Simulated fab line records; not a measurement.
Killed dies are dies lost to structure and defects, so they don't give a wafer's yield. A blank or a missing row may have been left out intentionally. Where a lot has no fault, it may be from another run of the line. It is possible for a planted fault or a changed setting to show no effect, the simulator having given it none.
Chamber matching    flow nandHarc    cmp-01 running NHARC_A_CONTACT_CMP_20: 4 sister chambers
The step polishes, t overpolish 30 s, target thk 300 nm. 8 wafers are shown with their chamber, then 10 later ones without.

== WAFERS, EACH WITH ITS CHAMBER ==
wafer   chamber  motorCurrentA (A)  overpolishRunS (s)
L083.1  3        13.3               30.013
L083.3  2        13.4               29.994
L083.5  2        13.3               29.986
L086.1  3        13.3               30.000
L086.5  0        11.1               29.988
L086.6  1        12.3               30.009
L085.2  1        12.1               30.007
L085.3  0        11.1               30.010

== WAFERS MISSING THEIR CHAMBER ==
wafer   motorCurrentA (A)  overpolishRunS (s)
L085.6  11.1               29.992
L089.3  11.6               29.994
L089.4  13.4               30.010
L089.5  13.5               30.007
L091.3  13.1               29.986
L091.5  12.9               30.002
L091.6  13.5               29.997
L096.1  12.7               30.008
L096.3  12.9               29.986
L096.5  13.6               29.997

== CHAMBER TAKEN BY EACH ==
wafer   from the rows above      in truth
L085.6  0                        0
L089.3  can't be placed: 0 or 1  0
L089.4  can't be placed: 3 or 2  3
L089.5  can't be placed: 3 or 2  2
L091.3  can't be placed: 2 or 3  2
L091.5  can't be placed: 3 or 2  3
L091.6  can't be placed: 2 or 3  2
L096.1  can't be placed: 1 or 3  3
L096.3  can't be placed: 3 or 2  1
L096.5  can't be placed: 2 or 3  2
Correct placement for 1 of the 10. Not placeable from these rows: 9 (in 8, the candidates include the true chamber). 0 placed wrongly.
How it was worked out, from the rows above alone: a wafer's distance from a chamber is the root of the sum, over the readings, of the square of ((its reading less the chamber's mean) divided by the reading's scatter). The wafer belongs to the nearest chamber; if the next one is less than 2 further off, it can't be placed. For every chamber, the mean is computed from those of its wafers that are shown. The scatter: the root of (the sum of the squares of (reading less its chamber's mean) over the shown wafers, divided by (wafers less chambers)).
